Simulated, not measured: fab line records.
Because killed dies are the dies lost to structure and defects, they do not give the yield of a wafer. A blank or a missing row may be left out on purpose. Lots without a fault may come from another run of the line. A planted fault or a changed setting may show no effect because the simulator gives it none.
fab line records ; flow n5_finfet ; part 2 of 2: steps 4 to 6 of 6
[record] lots = 24; wafers = 72; last_day = 19
route steps=1938 shown PMOS_HMC_CHANNEL_EPI@71 FIN_SAQP@125 FIN_CUT@173 STI_FIN_REVEAL@183
lots that met no fault: from a run of the same line without faults
start_h: start of the lot's first displayed wafer, in hours after the record's first day ; wait_h: hours elapsed since this lot's preceding step ; " unchanged from the row above ; L1.1+2: a row that stands for several wafers ; - value missing, or start not given ; * or withheld: withheld ; < > ~ a bound
route shown NAME@n: a module of which the file shows steps, and the number in the route of the first ; usual: the fault-free wafers' mean and standard deviation ; same: alike in all rows ; chamber/n: place in a boat ; sites: the reading at each site ; _std_site: the standard deviation of these ; _edge_site: mean of outer sites minus mean of inner sites ; radius_mm: how far each site lies from the wafer's centre ; mask NAME#n: copy n ; behind: the most recent tool/chamber to have shaped the wafer ; hold: the reason the lot was held/the length of the hold in hours/how it ended ; device: the transistor (n, p or np) that didn't switch ; end of line: tests of these same wafers at the route's end ; where a step has no rows: the recipe by itself ; killed: at the first sort, the dies lost to defects and structure; wafer yield is something else ; map: a wafer's dies, marking killed ones x, the rest . and places with no die _
set.NAME: the setting the step ran with; set.NAME@STEP: the setting that earlier step ran with ; model.NAME: the simulator's own value behind a step, which no gauge read
route steps across a sampled set of lots; one table per step, one row per wafer
services: a tool's chamber out of use, with start hour (start_h, from the record's first day; less than 0 if before it), hours out, and reason
[[steps]]
[step N5_FIN_CUT_CUT_ETCH_26]
[recipe] chemistry = CH3F/O2; target = SiNx; target_depth_a = 390; mask_material = SOC; time_s = 55.7; pressure_mtorr = 30; source_w = 395; bias_w = 73; Ar_flow_sccm = 150; CH3F_flow_sccm = 30; O2_flow_sccm = 20; ion_energy_ev = 120
[usual] drypump_motor_current_A = 5.8/0.48; oes_ar_750_au = 0.80/0.075; oes_product_au = 0.79/0.08; rf_vpp_V = 300/3.5; showerhead_plenum_p_Torr = 2.02/0.066; throttle_valve_pct = 16.33/0.28
lot.wafer;tool;chamber;start_h;wait_h;drypump_motor_current_A;oes_ar_750_au;oes_product_au;rf_hours_counter_h;rf_vpp_V;showerhead_plenum_p_Torr;throttle_valve_pct
L074.2;rie_diel-01;2;28.04;0.0;5.8;0.84;0.85;48;303;2.12;16.29
L074.5;rie_diel-01;2;28.04;0.0;5.9;0.85;0.84;-;301;2.12;16.29
L074.6;rie_diel-01;1;28.04;0.0;5.8;0.77;0.76;-;297;1.93;16.46
L075.2;rie_diel-06;3;32.99;0.0;6.0;0.79;0.79;99;301;2.01;16.16
L075.4;rie_diel-06;0;32.99;0.0;6.6;0.69;0.68;-;296;2.05;16.14
L075.5;rie_diel-06;3;32.99;0.0;6.0;0.80;0.80;-;301;2.01;16.17
L076.2;rie_diel-03;1;41.15;0.0;5.0;0.87;0.88;53;303;1.94;16.47
L076.4;rie_diel-03;0;41.15;0.0;5.5;0.71;0.72;232;304;2.05;16.60
L076.6;rie_diel-03;2;41.15;0.0;5.1;0.85;0.85;-;297;2.04;16.21
L077.2;rie_diel-06;1;46.20;0.0;5.2;0.72;0.70;224;292;2.08;16.88
L077.3;rie_diel-06;0;46.20;0.0;6.6;0.69;0.69;250;295;2.04;16.13
L077.6;rie_diel-06;2;46.20;0.0;6.0;0.78;0.78;-;301;2.11;16.34
L078.1;rie_diel-01;2;51.90;0.0;5.9;0.83;0.83;57;302;2.12;16.29
L078.2;rie_diel-01;1;51.90;0.0;5.8;0.77;0.75;154;298;1.93;16.48
L078.6;rie_diel-01;2;51.90;0.0;5.9;0.83;0.83;-;303;2.12;16.30
L079.1;rie_diel-06;2;56.85;0.0;5.9;0.79;0.78;117;301;2.11;16.32
L079.4;rie_diel-06;2;56.85;0.0;6.0;0.78;0.77;-;301;2.11;16.34
L079.5;rie_diel-06;3;56.85;0.0;6.0;0.79;0.79;-;301;2.01;16.18
L080.1;rie_diel-01;1;63.77;0.0;5.8;0.76;0.74;158;298;1.93;16.48
L080.3;rie_diel-01;0;63.77;0.0;6.1;0.73;0.74;139;305;2.00;16.47
L080.6;rie_diel-01;0;63.77;0.0;6.0;0.73;0.73;-;304;2.00;16.48
L081.3;rie_diel-06;1;69.99;0.0;5.2;0.71;0.70;235;293;2.07;16.91
L081.5;rie_diel-06;3;69.99;0.0;6.0;0.78;0.78;-;302;2.01;16.20
L081.6;rie_diel-06;1;69.99;0.0;5.1;0.71;0.69;-;292;2.07;16.92
L082.3;rie_diel-01;2;75.56;0.0;5.8;0.82;0.82;64;302;2.11;16.34
L082.5;rie_diel-01;1;75.56;0.0;5.8;0.75;0.74;-;298;1.92;16.51
L082.6;rie_diel-01;0;75.56;0.0;6.0;0.73;0.73;-;304;2.00;16.49
L083.2;rie_diel-06;3;81.36;0.0;5.9;0.78;0.78;119;302;2.01;16.21
L083.3;rie_diel-06;2;81.36;0.0;6.0;0.77;0.77;126;301;2.11;16.35
L083.4;rie_diel-06;1;81.36;0.0;5.2;0.71;0.69;238;293;2.07;16.93
L084.1;rie_diel-03;3;87.00;0.0;4.7;0.80;0.80;103;295;1.94;16.35
L084.4;rie_diel-03;2;87.00;0.0;5.1;0.84;0.83;60;294;2.04;16.25
L084.5;rie_diel-03;0;87.00;0.0;5.4;0.70;0.71;-;305;2.05;16.62
L085.4;rie_diel-01;2;96.38;0.0;5.9;0.81;0.82;72;301;2.11;16.34
L085.5;rie_diel-01;1;96.38;0.0;5.8;0.75;0.73;-;298;1.92;16.50
L085.6;rie_diel-01;2;96.38;0.0;5.9;0.81;0.82;-;302;2.11;16.34
L086.2;rie_diel-01;3;102.56;0.0;6.3;0.92;0.93;16;300;1.95;15.94
L086.5;rie_diel-01;1;102.56;0.0;5.8;0.75;0.74;-;298;1.92;16.52
L086.6;rie_diel-01;3;102.56;0.0;6.3;0.92;0.93;-;299;1.95;15.92
L087.4;rie_diel-01;2;106.49;0.0;5.9;0.81;0.81;-;302;2.11;16.34
L087.5;rie_diel-01;3;106.49;0.0;6.3;0.92;0.93;-;300;1.95;15.92
L087.6;rie_diel-01;2;106.49;0.0;5.9;0.81;0.81;-;302;2.11;16.35
L088.2;rie_diel-06;3;111.66;0.0;6.0;0.77;0.77;128;302;2.00;16.22
L088.3;rie_diel-06;1;111.66;0.0;5.2;0.71;0.68;245;293;2.07;16.93
L088.4;rie_diel-06;2;111.66;0.0;5.9;0.76;0.77;135;303;2.10;16.37
L089.1;rie_diel-06;2;118.35;0.0;6.0;0.75;0.76;137;300;2.10;16.39
L089.5;rie_diel-06;2;118.35;0.0;6.0;0.77;0.76;-;302;2.10;16.36
L089.6;rie_diel-06;1;118.35;0.0;5.2;0.70;0.68;-;292;2.07;16.92
L090.3;rie_diel-06;3;123.44;0.0;6.0;0.77;0.76;132;303;2.00;16.21
L090.4;rie_diel-06;2;123.44;0.0;5.9;0.77;0.76;139;302;2.10;16.38
L090.5;rie_diel-06;3;123.44;0.0;5.9;0.77;0.76;-;302;2.00;16.23
L091.1;rie_diel-06;3;130.73;0.0;6.0;0.76;0.76;135;302;2.00;16.22
L091.2;rie_diel-06;2;130.73;0.0;5.9;0.75;0.75;142;303;2.10;16.38
L091.4;rie_diel-06;3;130.73;0.0;6.0;0.76;0.76;-;302;2.00;16.21
L092.1;rie_diel-01;1;135.30;0.0;5.8;0.74;0.73;176;298;1.92;16.52
L092.3;rie_diel-01;3;135.30;0.0;6.2;0.89;0.89;27;299;1.95;15.94
L092.5;rie_diel-01;0;135.30;0.0;6.0;0.71;0.71;-;304;1.99;16.50
L093.3;rie_diel-03;1;141.27;0.0;5.0;0.82;0.84;85;301;1.93;16.52
L093.4;rie_diel-03;3;141.27;0.0;4.7;0.78;0.78;121;296;1.93;16.38
L093.6;rie_diel-03;1;141.27;0.0;5.0;0.83;0.84;-;301;1.93;16.52
L094.1;rie_diel-01;3;147.92;0.0;6.3;0.88;0.91;30;300;1.95;15.94
L094.2;rie_diel-01;2;147.92;0.0;5.9;0.80;0.80;89;303;2.10;16.37
L094.5;rie_diel-01;2;147.92;0.0;5.9;0.80;0.80;-;301;2.10;16.37
L095.1;rie_diel-03;1;153.67;0.0;5.0;0.81;0.84;88;300;1.93;16.51
L095.4;rie_diel-03;3;153.67;0.0;4.7;0.78;0.78;124;295;1.93;16.38
L095.5;rie_diel-03;0;153.67;0.0;5.5;0.95;0.96;-;304;2.04;16.14
L096.2;rie_diel-06;1;160.89;0.0;5.2;0.98;0.97;4;293;2.07;16.46
L096.3;rie_diel-06;0;160.89;0.0;6.6;0.91;0.92;26;296;2.03;15.72
L096.6;rie_diel-06;3;160.89;0.0;6.0;0.75;0.75;-;301;2.00;16.24
L097.3;rie_diel-01;0;165.59;0.0;6.0;0.70;0.72;168;304;1.99;16.52
L097.4;rie_diel-01;2;165.59;0.0;5.9;0.78;0.80;95;302;2.10;16.39
L097.5;rie_diel-01;2;165.59;0.0;5.9;0.79;0.80;-;303;2.10;16.39
[step N5_STI_FIN_REVEAL_ALD_00]
[recipe] material = SiO2; target_thk_a = 10; temp_c = 300; ald_precursor_family = BDEAS; ald_co_reactant = O2-plasma; pulse_time_s = 1; pressure_torr = 2
[usual] heater_power_outer_w = 264/28; heater_power_w = 469/36; precursor_pulse_height_rel = 0.999/0.022
lot.wafer;tool;chamber;start_h;wait_h;heater_power_outer_w;heater_power_w;precursor_pulse_height_rel
L074.2;ald_sin-02;2;28.56;0.0;289;487;1.002
L074.5;ald_sin-02;3;28.56;0.0;272;471;0.992
L074.6;ald_sin-02;0;28.56;0.0;302;500;0.999
L075.2;ald_sin-04;2;33.93;0.5;236;436;0.991
L075.4;ald_sin-04;1;33.93;0.5;230;434;0.999
L075.5;ald_sin-04;3;33.93;0.5;227;422;0.985
L076.2;ald_sin-04;3;41.71;0.0;215;429;1.009
L076.4;ald_sin-04;1;41.71;0.0;235;431;0.999
L076.6;ald_sin-04;0;41.71;0.0;261;436;1.021
L077.2;ald_sin-02;2;46.71;0.0;276;509;1.005
L077.3;ald_sin-02;1;46.71;0.0;286;520;0.989
L077.6;ald_sin-02;1;46.71;0.0;297;508;1.018
L078.1;ald_sin-03;0;52.41;0.0;212;432;0.965
L078.2;ald_sin-03;3;52.41;0.0;279;520;1.027
L078.6;ald_sin-03;1;52.41;0.0;293;487;1.007
L079.1;ald_sin-03;1;57.68;0.4;290;499;0.993
L079.4;ald_sin-03;0;57.68;0.4;220;414;1.012
L079.5;ald_sin-03;2;57.68;0.4;243;430;0.962
L080.1;ald_sin-03;1;64.28;0.0;280;484;1.002
L080.3;ald_sin-03;3;64.28;0.0;277;499;0.983
L080.6;ald_sin-03;1;64.28;0.0;277;470;1.030
L081.3;ald_sin-04;3;70.53;0.0;231;431;0.993
L081.5;ald_sin-04;3;70.53;0.0;224;428;1.027
L081.6;ald_sin-04;2;70.53;0.0;237;444;0.975
L082.3;ald_sin-02;3;76.08;0.0;271;471;0.973
L082.5;ald_sin-02;1;76.08;0.0;288;533;1.012
L082.6;ald_sin-02;2;76.08;0.0;284;492;1.012
L083.2;ald_sin-03;1;81.87;0.0;284;489;1.028
L083.3;ald_sin-03;3;81.87;0.0;275;512;1.019
L083.4;ald_sin-03;0;81.87;0.0;223;437;1.026
L084.1;ald_sin-02;0;88.02;0.5;301;504;0.999
L084.4;ald_sin-02;3;88.02;0.5;267;479;0.967
L084.5;ald_sin-02;3;88.02;0.5;267;479;1.026
L085.4;ald_sin-04;0;97.36;0.5;265;449;1.064
L085.5;ald_sin-04;3;97.36;0.5;220;428;1.002
L085.6;ald_sin-04;0;97.36;0.5;266;460;0.955
L086.2;ald_sin-04;1;103.31;0.3;231;421;0.993
L086.5;ald_sin-04;3;103.31;0.3;222;428;1.007
L086.6;ald_sin-04;2;103.31;0.3;236;448;0.985
L087.4;ald_sin-02;2;107.33;0.3;296;493;1.000
L087.5;ald_sin-02;0;107.33;0.3;307;508;1.032
L087.6;ald_sin-02;1;107.33;0.3;297;515;1.006
L088.2;ald_sin-04;1;112.17;0.0;233;421;1.026
L088.3;ald_sin-04;0;112.17;0.0;266;458;0.998
L088.4;ald_sin-04;3;112.17;0.0;225;425;1.031
L089.1;ald_sin-03;0;118.88;0.0;220;416;1.032
L089.5;ald_sin-03;3;118.88;0.0;276;491;1.005
L089.6;ald_sin-03;0;118.88;0.0;216;427;1.028
L090.3;ald_sin-02;1;124.13;0.0;297;533;0.979
L090.4;ald_sin-02;0;124.13;0.0;301;517;0.998
L090.5;ald_sin-02;3;124.13;0.0;267;473;1.020
L091.1;ald_sin-04;0;131.75;0.0;266;460;1.012
L091.2;ald_sin-04;1;131.75;0.0;233;418;0.996
L091.4;ald_sin-04;3;131.75;0.0;224;432;1.004
L092.1;ald_sin-02;1;135.81;0.0;292;524;0.991
L092.3;ald_sin-02;3;135.81;0.0;274;478;0.981
L092.5;ald_sin-02;3;135.81;0.0;271;469;0.995
L093.3;ald_sin-03;1;141.84;0.0;288;510;0.969
L093.4;ald_sin-03;0;141.84;0.0;216;413;0.984
L093.6;ald_sin-03;1;141.84;0.0;294;499;1.012
L094.1;ald_sin-03;2;149.09;0.7;264;465;0.972
L094.2;ald_sin-03;1;149.09;0.7;291;488;1.040
L094.5;ald_sin-03;0;149.09;0.7;222;427;1.019
L095.1;ald_sin-02;1;154.74;0.6;301;543;1.003
L095.4;ald_sin-02;0;154.74;0.6;307;516;0.971
L095.5;ald_sin-02;2;154.74;0.6;281;512;1.020
L096.2;ald_sin-02;1;162.09;0.0;298;510;0.966
L096.3;ald_sin-02;0;162.09;0.0;308;492;0.989
L096.6;ald_sin-02;2;162.09;0.0;280;505;0.956
L097.3;ald_sin-04;2;166.11;0.0;233;433;0.995
L097.4;ald_sin-04;0;166.11;0.0;265;461;1.021
L097.5;ald_sin-04;0;166.11;0.0;259;459;0.997
[step N5_STI_FIN_REVEAL_OXIDATION_33]
[recipe] chemistry = O2_PLASMA_REMOTE; temp_c = 150; time_s = 20; pressure_mtorr = 1000; source_power_w = 2000; o2_flow_sccm = 3000
[usual] drypump_motor_current_A = 5.83/0.22; heater_power_w = 143/10
lot.wafer;tool;chamber;start_h;wait_h;drypump_motor_current_A;heater_power_w;rf_hours_counter_h
L074.2;plasma_asher-01;1;37.25;0.0;5.65;137;77
L074.5;plasma_asher-01;0;37.25;0.0;5.88;139;-
L074.6;plasma_asher-01;1;37.25;0.0;5.65;133;-
L075.2;plasma_asher-02;0;42.33;0.0;6.25;141;31
L075.4;plasma_asher-02;1;42.33;0.0;5.67;162;-
L075.5;plasma_asher-02;0;42.33;0.0;6.24;139;-
L076.2;plasma_asher-02;1;50.17;0.0;5.67;167;33
L076.4;plasma_asher-02;0;50.17;0.0;6.24;141;-
L076.6;plasma_asher-02;0;50.17;0.0;6.26;136;-
L077.2;plasma_asher-02;0;55.70;0.0;6.25;137;34
L077.3;plasma_asher-02;1;55.70;0.0;5.68;161;-
L077.6;plasma_asher-02;0;55.70;0.0;6.25;140;-
L078.1;plasma_asher-02;0;61.57;0.0;6.24;144;36
L078.2;plasma_asher-02;1;61.57;0.0;5.70;164;36
L078.6;plasma_asher-02;0;61.57;0.0;6.23;136;-
L079.1;plasma_asher-02;0;66.47;0.0;6.24;142;36
L079.4;plasma_asher-02;1;66.47;0.0;5.66;162;-
L079.5;plasma_asher-02;1;66.47;0.0;5.69;164;-
L080.1;plasma_asher-01;0;72.73;0.0;5.86;143;83
L080.3;plasma_asher-01;0;72.73;0.0;5.84;137;-
L080.6;plasma_asher-01;0;72.73;0.0;5.83;143;-
L081.3;plasma_asher-01;0;79.14;0.0;5.84;139;-
L081.5;plasma_asher-01;1;79.14;0.0;5.63;139;-
L081.6;plasma_asher-01;0;79.14;0.0;5.86;139;-
L082.3;plasma_asher-02;0;84.49;0.0;6.24;142;-
L082.5;plasma_asher-02;1;84.49;0.0;5.67;164;-
L082.6;plasma_asher-02;0;84.49;0.0;6.26;142;-
L083.2;plasma_asher-01;0;90.49;0.0;5.88;139;85
L083.3;plasma_asher-01;1;90.49;0.0;5.65;140;-
L083.4;plasma_asher-01;0;90.49;0.0;5.86;142;-
L084.1;plasma_asher-01;0;97.05;0.0;5.86;140;88
L084.4;plasma_asher-01;1;97.05;0.0;5.65;139;-
L084.5;plasma_asher-01;0;97.05;0.0;5.90;140;-
L085.4;plasma_asher-02;0;105.82;0.0;6.27;144;-
L085.5;plasma_asher-02;0;105.82;0.0;6.25;139;-
L085.6;plasma_asher-02;1;105.82;0.0;5.68;167;-
L086.2;plasma_asher-01;0;112.29;0.0;5.86;140;90
L086.5;plasma_asher-01;0;112.29;0.0;5.85;135;-
L086.6;plasma_asher-01;1;112.29;0.0;5.64;136;-
L087.4;plasma_asher-02;1;116.45;0.0;5.65;161;-
L087.5;plasma_asher-02;1;116.45;0.0;5.67;166;-
L087.6;plasma_asher-02;0;116.45;0.0;6.25;139;-
L088.2;plasma_asher-01;1;122.22;0.0;5.66;139;92
L088.3;plasma_asher-01;0;122.22;0.0;5.86;143;-
L088.4;plasma_asher-01;1;122.22;0.0;5.64;133;-
L089.1;plasma_asher-01;0;127.61;0.0;5.88;142;93
L089.5;plasma_asher-01;0;127.61;0.0;5.87;138;-
L089.6;plasma_asher-01;1;127.61;0.0;5.66;137;-
L090.3;plasma_asher-01;1;132.62;0.0;5.65;131;-
L090.4;plasma_asher-01;0;132.62;0.0;5.88;138;-
L090.5;plasma_asher-01;1;132.62;0.0;5.64;136;-
L091.1;plasma_asher-01;1;140.19;0.0;5.66;132;95
L091.2;plasma_asher-01;0;140.19;0.0;5.89;141;95
L091.4;plasma_asher-01;0;140.19;0.0;5.88;140;-
L092.1;plasma_asher-01;1;145.14;0.0;5.65;136;95
L092.3;plasma_asher-01;1;145.14;0.0;5.64;134;-
L092.5;plasma_asher-01;1;145.14;0.0;5.65;135;-
L093.3;plasma_asher-01;0;150.46;0.0;5.86;144;-
L093.4;plasma_asher-01;1;150.46;0.0;5.66;136;-
L093.6;plasma_asher-01;0;150.46;0.0;5.86;140;-
L094.1;plasma_asher-01;1;158.32;0.0;5.63;135;98
L094.2;plasma_asher-01;0;158.32;0.0;5.87;143;98
L094.5;plasma_asher-01;1;158.32;0.0;5.65;137;-
L095.1;plasma_asher-02;1;163.23;0.0;5.69;162;58
L095.4;plasma_asher-02;0;163.23;0.0;6.22;138;-
L095.5;plasma_asher-02;1;163.23;0.0;5.69;163;-
L096.2;plasma_asher-01;1;170.68;0.0;5.67;133;99
L096.3;plasma_asher-01;1;170.68;0.0;5.65;131;-
L096.6;plasma_asher-01;1;170.68;0.0;5.67;134;-
L097.3;plasma_asher-01;0;174.86;0.0;5.89;142;-
L097.4;plasma_asher-01;1;174.86;0.0;5.66;138;-
L097.5;plasma_asher-01;1;174.86;0.0;5.64;134;-
[[services]]
tool;chamber;start_h;hours;kind
ald_sin-01;-;-6.05;14.0;pm
rie_diel-03;1;-2.29;21.7;repair
rie_diel-06;1;14.28;8.9;repair
rie_diel-06;3;14.45;3.5;repair
rie_diel-01;3;17.57;4.4;repair
rie_diel-03;2;21.29;4.4;repair
rie_diel-06;2;27.40;9.0;repair
rie_si-05;3;29.13;3.5;repair
rie_si-05;3;40.95;5.0;repair
plasma_asher-01;-;55.10;1.3;repair
rie_diel-03;3;59.26;6.7;repair
rie_si-05;0;81.46;14.0;repair
ald_sin-03;-;85.25;14.0;pm
rie_si-06;2;89.55;7.2;repair
rie_diel-01;0;99.20;8.2;repair
rie_diel-01;1;103.86;16.6;repair
rie_diel-03;-;143.10;1.2;repair
rie_si-05;1;148.20;7.9;repair
rie_diel-06;1;151.90;8.1;repair
ald_sin-02;3;163.38;5.8;repair
rie_diel-01;-;164.46;0.3;repair
rie_si-05;-;165.08;14.6;pm
plasma_asher-01;-;167.85;2.8;pm
rie_diel-06;3;170.12;4.2;repair
